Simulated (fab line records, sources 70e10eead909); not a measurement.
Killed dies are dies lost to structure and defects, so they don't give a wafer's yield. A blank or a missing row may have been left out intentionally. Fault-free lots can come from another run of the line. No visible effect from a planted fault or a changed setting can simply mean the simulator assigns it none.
fab line records	flow nandHarc
[record] lots = 12	wafers = 34	lastDay = 25
route steps=1159 shown A_BLC@978 END@1159
lots untouched by any fault: they come from a run of this same line in which no faults occurred
startH: hours from the record's first day to the start of the lot's first wafer shown	waitH: time in hours since the lot's previous step	" identical to the entry in the row above	L1.1+2: several wafers, shown together as one row	- value missing, or start not given	* or withheld: withheld	< > ~ a bound
route shown NAME@n: NAME is a module with steps in the file, n the number in the route of the first one	usual: average and standard deviation across the fault-free wafers	same: alike in all rows	chamber/n: place in a boat	sites: each site's reading	_std_site: their standard deviation	_edge_site: outer sites' mean less inner sites'	radiusMm: how far each site lies from the wafer's centre	mask NAME#n: copy n	behind: the tool/chamber that last shaped the wafer	hold: why the lot went on hold/how many hours it stayed there/how the hold came to an end	device: which transistor (n, p or np) failed to switch	end of line: at the end of the route, the tests of the same wafers	a step with no rows: only its recipe	killed: at the first sort, the dies lost to defects and structure; wafer yield is something else	map: a wafer's dies, marking killed ones x, the rest . and places with no die _
set.NAME: the setting as run; set.NAME@STEP: as run at that earlier step	model.NAME: the simulator's own value behind a step, which no gauge read
steps of the route over a sample of lots; a table a step, a row a wafer
services: when a tool's chamber went out of use (startH, in hours from the record's first day, below 0 if earlier), for how many hours, and the reason
[[steps]]
[step NHARC_A_BLC_ETCH_16]
[recipe] targetDepthA = 390	overEtchFrac = 0.3	timeS = 65	ionEnergyEv = 80	cf4FlowSccm = 150	arFlowSccm = 0	rfW = 300	biasW = 100	chemistry = CF4
[usual] chamberPressureMTorr = 50.00/0.043	drypumpMotorCurrentA = 5.6/0.48	oesProductAu = 0.999/0.013	rfVppV = 151.5/1.3	showerheadPlenumPTorr = 1.78/0.079	throttleValvePct = 13.283/0.0087
lot.wafer	tool	chamber	startH	waitH	chamberPressureMTorr	drypumpMotorCurrentA	oesProductAu	rfHoursCounterH	rfVppV	showerheadPlenumPTorr	throttleValvePct
L847.3	rieDiel-01	2	396.70	0.1	50.01	5.7	1.005	26	153.0	1.90	13.283
L847.2	"	3	"	"	50.02	6.1	1.001	28	150.4	1.69	13.295
L847.6	"	0	"	"	50.00	5.4	0.987	-	153.7	1.90	13.284
L846.3	rieDiel-10	2	400.42	0.1	50.11	6.3	0.984	5	150.4	1.71	13.298
L846.1	"	3	"	"	50.01	5.3	0.998	5	151.0	1.73	13.300
L846.6	"	2	"	"	49.89	6.3	0.990	-	150.2	1.71	13.276
L848.1	rieDiel-10	0	404.11	0.1	49.99	5.5	0.992	5	153.3	1.76	13.274
L848.3	"	1	"	"	50.05	4.7	1.023	5	151.5	1.86	13.284
L848.5	"	3	"	"	50.02	5.4	0.991	-	151.1	1.73	13.272
L854.3	rieDiel-04	0	436.71	0.1	49.98	5.4	0.981	15	152.3	1.82	13.272
L854.4	"	2	"	"	49.99	4.9	0.972	14	151.7	1.69	13.275
L854.6	"	0	"	"	50.11	5.4	0.985	-	151.7	1.82	13.282
L850.4	rieDiel-10	3	444.81	0.1	50.03	5.4	1.028	9	150.6	1.73	13.282
L850.6	"	0	"	"	50.04	5.5	0.985	-	152.3	1.76	13.270
L850.5	"	1	"	"	49.95	4.6	1.022	-	152.5	1.86	13.294
L852.4	rieDiel-10	0	447.79	0.1	49.95	5.5	0.987	9	151.1	1.76	13.282
L852.1	"	3	"	"	50.00	5.4	1.005	10	151.2	1.73	13.293
L852.5	"	0	"	"	50.01	5.5	0.989	-	151.4	1.76	13.272
L851.3	rieDiel-01	1	449.86	0.1	50.02	5.9	0.966	42	149.8	1.72	13.286
L851.4	"	2	"	"	50.00	5.6	1.014	45	153.1	1.89	13.286
L851.6	"	3	"	"	49.96	6.0	0.987	-	151.8	1.68	13.282
L856.3	rieDiel-10	3	458.33	0.1	50.05	5.4	1.007	11	150.4	1.73	13.308
L856.2	"	0	"	"	50.03	5.6	0.970	10	150.7	1.76	13.282
L856.5	"	2	"	"	50.01	6.3	0.990	-	152.2	1.71	13.293
L857.4	rieDiel-04	2	463.92	0.1	50.04	4.8	0.987	16	151.0	1.69	13.284
L857.5	"	0	"	"	50.06	5.5	0.997	-	152.6	1.82	13.277
L857.6	"	1	"	"	49.93	6.0	0.990	-	150.7	1.80	13.299
L859.1	rieDiel-01	1	490.53	0.1	50.06	5.9	0.993	60	149.2	1.71	13.275
L859.3	"	2	"	"	49.99	5.7	1.018	62	153.3	1.89	13.279
L859.4	"	3	"	"	50.00	6.1	1.008	65	150.6	1.68	13.286
L865.5	rieDiel-01	3	530.05	0.1	50.00	6.1	1.009	-	150.4	1.67	13.292
L866.2	rieDiel-01	3	531.64	0.1	50.01	6.1	1.015	14	148.7	1.68	13.272
L866.1	"	0	"	"	49.97	5.4	1.017	15	153.5	1.89	13.287
L866.4	"	0	"	"	49.98	5.4	1.019	-	152.8	1.89	13.269
[step NHARC_A_BLC_STRIP_21]
[recipe] o2FlowSccm = 500	arFlowSccm = 0	biasW = 0	chemistry = O2
[usual] chamberPressureMTorr = 60.00/0.056	drypumpMotorCurrentA = 5.5/0.51	oesProductAu = 0.994/0.013	rfVppV = 57.8/0.87	showerheadPlenumPTorr = 3.52/0.13	throttleValvePct = 17.036/0.01
lot.wafer	tool	chamber	startH	waitH	chamberPressureMTorr	drypumpMotorCurrentA	oesProductAu	rfHoursCounterH	rfVppV	showerheadPlenumPTorr	throttleValvePct
L847.2	rieDiel-10	2	397.76	0.1	60.00	6.3	0.968	5	57.1	3.41	17.030
L847.3	"	3	"	"	60.05	5.4	0.995	4	59.2	3.46	17.047
L847.6	"	3	"	"	59.93	5.4	0.992	-	58.5	3.46	17.031
L846.3	rieDiel-04	2	401.50	0.1	60.02	4.8	0.991	11	56.7	3.38	17.042
L846.1	"	0	"	"	59.99	5.5	0.990	12	57.2	3.64	17.049
L846.6	"	2	"	"	60.02	4.8	0.988	-	57.4	3.38	17.023
L848.1	rieDiel-10	1	405.16	0.1	60.06	4.7	1.025	5	59.0	3.72	17.032
L848.3	"	2	"	"	59.98	6.3	0.982	6	57.7	3.41	17.037
L848.5	"	2	"	"	60.02	6.3	0.990	-	57.3	3.41	17.039
L854.4	rieDiel-04	2	437.78	0.1	60.07	4.9	0.989	14	56.1	3.38	17.018
L854.3	"	1	"	"	59.99	6.0	0.994	13	57.6	3.60	17.028
L854.6	"	2	"	"	60.06	4.9	0.974	-	57.3	3.38	17.043
L850.4	rieDiel-10	3	445.87	0.1	60.01	5.4	1.003	10	58.0	3.45	17.032
L850.6	"	2	"	"	60.06	6.3	0.980	-	56.4	3.41	17.037
L850.5	"	3	"	"	59.99	5.4	1.000	-	57.8	3.45	17.020
L852.1	rieDiel-10	2	448.86	0.1	59.96	6.3	0.986	10	57.0	3.41	17.037
L852.4	"	3	"	"	59.99	5.4	1.008	10	57.7	3.45	17.045
L852.5	"	2	"	"	59.96	6.3	0.994	-	56.8	3.41	17.034
L851.4	rieDiel-10	3	450.97	0.1	59.95	5.4	0.998	11	57.9	3.45	17.019
L851.3	"	1	"	"	60.06	4.7	1.009	10	58.9	3.72	17.042
L851.6	"	2	"	"	59.92	6.3	0.982	-	58.7	3.41	17.038
L856.3	rieDiel-10	2	459.40	0.1	60.13	6.3	0.982	12	55.7	3.41	17.031
L856.2	"	3	"	"	60.04	5.4	1.005	12	57.8	3.45	17.056
L856.5	"	3	"	"	59.92	5.4	1.000	-	57.7	3.45	17.026
L857.5	rieDiel-10	3	465.04	0.1	59.96	5.4	1.001	-	56.2	3.45	17.037
L857.4	"	1	"	"	59.96	4.7	1.016	-	56.8	3.72	17.043
L857.6	"	2	"	"	60.07	6.3	0.997	-	58.6	3.41	17.049
L859.3	rieDiel-01	2	491.67	0.1	60.06	5.7	1.008	63	59.2	3.77	17.058
L859.4	"	0	"	"	59.88	5.4	0.974	61	57.4	3.77	17.000
L859.1	"	1	"	"	60.02	5.9	0.987	60	56.8	3.41	17.021
L865.5	rieDiel-01	0	532.25	0.4	59.99	5.4	1.003	-	58.6	3.76	17.024
L866.2	rieDiel-04	2	533.00	0.1	60.04	4.8	0.964	4	57.5	3.38	17.055
L866.4	"	3	"	"	59.96	5.6	0.992	6	58.3	3.47	17.039
L866.1	"	0	"	"	59.91	5.5	1.013	6	56.5	3.63	17.052
[step NHARC_A_BLC_DEGAS_30]
[recipe] tempC = 300	timeS = 60
[usual] heaterPowerW = 482/54	susceptorTempC = 299.97/0.19
lot.wafer	tool	chamber	startH	waitH	heaterPowerW	susceptorTempC
L847.3	pvdSputter-03	-	398.20	-	531	300.18
L847.2	"	-	"	"	376	299.99
L847.6	"	-	"	"	464	300.36
L846.1	pvdSputter-01	-	401.91	-	445	300.09
L846.3	"	-	"	"	483	300.11
L846.6	"	-	"	"	487	300.09
L848.3	pvdSputter-03	-	405.61	-	462	299.99
L848.1	"	-	"	"	505	299.64
L848.5	"	-	"	"	525	299.80
L854.4	pvdSputter-03	-	438.21	-	517	-
L854.3	"	-	"	"	384	-
L854.6	"	-	"	"	535	-
L850.4	pvdSputter-03	-	446.30	-	529	299.93
L850.5	"	-	"	"	529	299.78
L850.6	"	-	"	"	380	299.69
L852.4	pvdSputter-02	-	449.27	-	461	299.88
L852.1	"	-	"	"	545	299.74
L852.5	"	-	"	"	450	299.72
L851.3	pvdSputter-01	-	451.39	-	474	-
L851.4	"	-	"	"	488	-
L851.6	"	-	"	"	484	-
L856.2	pvdSputter-02	-	459.84	-	465	-
L856.3	"	-	"	"	436	-
L856.5	"	-	"	"	473	-
L857.4	pvdSputter-01	-	465.47	-	454	-
L857.5	"	-	"	"	499	-
L857.6	"	-	"	"	467	-
L859.4	pvdSputter-03	-	492.09	-	525	299.97
L859.3	"	-	"	"	467	299.99
L859.1	"	-	"	"	498	299.73
L865.5	pvdSputter-03	-	532.70	-	381	299.93
L866.2	pvdSputter-02	-	533.44	-	548	299.67
L866.1	"	-	"	"	461	299.84
L866.4	"	-	"	"	435	300.15
[step NHARC_A_BLC_ALD_23]
[recipe] targetThkA = 30	pulseTimeS = 1	aldCycles = 150	tempC = 450	material = TiN
[usual] aldCycles = 150/0	heaterPowerW = 1062/95	precursorPulseHeightRel = 1.000/0.021	susceptorTempC = 449.98/0.23
lot.wafer	tool	chamber	startH	waitH	aldCycles	heaterPowerW	precursorPulseHeightRel	susceptorTempC
L847.3	aldMetal-04	0	398.46	-	150	932	1.011	449.97
L847.2	"	1	"	"	150	1042	0.966	450.15
L847.6	"	0	"	"	150	926	0.988	450.03
L846.1	aldMetal-01	2	402.16	-	150	1162	0.966	449.87
L846.3	"	3	"	"	150	953	0.976	450.18
L846.6	"	2	"	"	150	1143	0.977	450.12
L848.3	aldMetal-03	1	405.88	-	150	1124	0.995	450.42
L848.1	"	2	"	"	150	1188	1.011	450.41
L848.5	"	1	"	"	150	1144	1.010	450.13
L854.3	aldMetal-03	2	438.57	-	150	1158	0.974	450.38
L854.4	"	0	"	"	150	1014	0.976	450.00
L854.6	"	3	"	"	150	1022	0.993	449.90
L850.5	aldMetal-01	0	446.62	-	150	1053	0.991	449.99
L850.4	"	2	"	"	150	1148	0.996	449.61
L850.6	"	3	"	"	150	986	0.997	449.85
L852.4	aldMetal-04	0	449.53	-	150	860	1.010	449.48
L852.1	"	1	"	"	150	1043	0.994	450.06
L852.5	"	3	"	"	150	1158	0.974	450.23
L851.3	aldMetal-01	0	451.62	-	150	1113	1.019	449.75
L851.6	"	0	"	"	150	1083	0.994	449.71
L851.4	"	2	"	"	150	1135	1.021	449.86
L856.3	aldMetal-04	1	460.08	-	150	1041	1.000	450.05
L856.2	"	0	"	"	150	871	1.007	450.16
L856.5	"	2	"	"	150	972	0.996	449.88
L857.4	aldMetal-03	2	465.74	-	150	1165	1.039	449.99
L857.6	"	3	"	"	150	1065	1.010	450.02
L857.5	"	0	"	"	150	966	0.979	450.07
L859.4	aldMetal-03	1	492.33	-	150	1165	0.985	449.85
L859.3	"	3	"	"	150	999	0.967	450.40
L859.1	"	0	"	"	150	962	1.021	450.10
L865.5	aldMetal-04	0	533.00	-	77	916	0.987	449.88
L866.4	aldMetal-04	1	533.68	-	150	1036	0.967	-
L866.1	"	3	"	"	150	1159	0.997	-
L866.2	"	0	"	"	77	887	1.026	-
[step NHARC_END_SORT_01]
[recipe] tempC = 25
[usual] killedAtArray = 26/9.7	killedAtOther = 1.0/1.2	killedAtPeriphery = 3.9/2.6	killedDies = 31/9.7	killedOpen = 3.2/1.8	killedShort = 2.0/1.3
[same] grossDies = 677
lot.wafer	tool	chamber	startH	waitH	killedAtArray	killedAtOther	killedAtPeriphery	killedDies	killedOpen	killedShort
L865.5	prober-01	0	582.75	3.7	671	1	5	677	2	1
L866.1	prober-02	0	587.29	2.5	31	1	8	40	3	2
L866.2	prober-02	0	588.10	2.8	665	2	10	677	4	4
L866.4	prober-02	0	589.73	3.4	24	2	5	31	1	2
// killed by level:class
L865.5 A_BLC:areaAld=651 A_CHANNEL_HOLE_D1:chamberFilmFlake=6 A_STAIRCASE:chamberFilmFlake=5 A_CONTACT:chamberFilmFlake=3 P_ZERO_WELL:chamberFilmFlake=2 P_STI:chamberFilmFlake=2 A_SLIT:chamberFilmFlake=2 A_WL_FILL:chamberFilmFlake=2
L866.1 A_SLIT:chamberFilmFlake=23 A_CHANNEL_HOLE_D1:chamberFilmFlake=3 P_GATE:chamberFilmFlake=2 P_M0:geometricParticle:open=1 P_M1:geometricParticle:open=1 A_WL_FILL:geometricParticle:short=1 A_CONTACT:geometricParticle:open=1 A_BLC:geometricParticle:short=1
L866.2 A_BLC:areaAld=627 A_SLIT:chamberFilmFlake=14 A_CHANNEL_HOLE_D1:chamberFilmFlake=9 A_CONTACT:chamberFilmFlake=4 P_STI:chamberFilmFlake=3 P_GATE:chamberFilmFlake=3 A_STAIRCASE:chamberFilmFlake=3 A_CHANNEL_FILL_D1:geometricParticle:short=2
L866.4 A_SLIT:chamberFilmFlake=10 A_CHANNEL_HOLE_D1:chamberFilmFlake=6 A_CONTACT:chamberFilmFlake=3 THIN_TSV:chamberFilmFlake=2 P_STI:chamberFilmFlake=2 P_M0:chamberFilmFlake=2 A_ONON_D1:geometricParticle:short=1 A_CONTACT:geometricParticle:open=1
[[services]]
tool	chamber	startH	hours	kind
rieDiel-10	0	387.00	-	clean
rieDiel-10	1	387.00	-	clean
rieDiel-10	2	387.00	-	clean
rieDiel-10	3	387.00	-	clean
pvdSputter-02	-	392.04	10.0	pm
aldMetal-04	2	393.29	20.0	repair
aldMetal-04	-	406.00	10.0	pm
aldMetal-01	0	406.60	28.6	repair
rieDiel-01	1	414.49	3.9	repair
pvdSputter-03	-	458.00	10.0	pm
aldMetal-01	-	458.05	10.0	pm
rieDiel-10	0	461.03	11.3	repair
aldMetal-04	3	465.24	2.2	repair
rieDiel-04	-	465.99	9.0	pm
rieDiel-01	0	474.40	8.9	repair
aldMetal-03	-	488.01	0.7	repair
rieDiel-01	-	493.00	9.0	pm
aldMetal-03	-	500.00	10.0	pm
aldMetal-04	1	504.36	3.6	repair
rieDiel-01	2	509.02	22.8	repair
pvdSputter-01	-	514.03	10.0	pm
rieDiel-01	1	528.34	6.1	repair
rieDiel-04	2	528.67	3.4	repair
rieDiel-10	-	530.50	9.0	pm
[[key]]
[firstSign] step = NHARC_A_BLC_ALD_23	reading = aldCycles	direction = down	sigmas = 99+	usual = 150	struck = 77
[effect] step = NHARC_END_SORT_01	reading = killedDies	direction = up	sigmas = 67	usual = 31	struck = 677
[moreKillsBornAt] NHARC_A_BLC_ALD_23@aldMetal-04 = 1278
metAt NHARC_A_BLC_ALD_23
struckLots L865,L866
struckWafers L865.5,L866.2
laterRowsLeftOut L865.5,L866.2
testerLeftOut L865,L866
notActingAt NHARC_A_BLC_ETCH_16,NHARC_A_BLC_STRIP_21,NHARC_A_BLC_DEGAS_30
onsetBetween 460.08 533.00
[earlierFault] kind = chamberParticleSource	tool = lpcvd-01	chamber = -	onsetH = 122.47	steps = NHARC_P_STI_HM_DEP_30	ratePerVisitCm2 = 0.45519	endH = 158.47
[fault] kind = processParameterDrift	tool = aldMetal-04	chamber = 0	onsetH = 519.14	steps = NHARC_A_BLC_ALD_23	channel = aldCycles	offset = -73	shape = step	endH = 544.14	actsIn = theseRecipesOnly	stated = 150
// testerLeftOut: of these lots the tester's yield and bins aren't shown, on N5 and GAA mostly nor the transistor test; their killed dies are dies lost to structure and defects alone, not to doping, threshold or leakage, so they don't give the yield
// laterRowsLeftOut: the simulator's readings of these wafers behind a module that went badly wrong aren't trusted and aren't shown, but for the sort
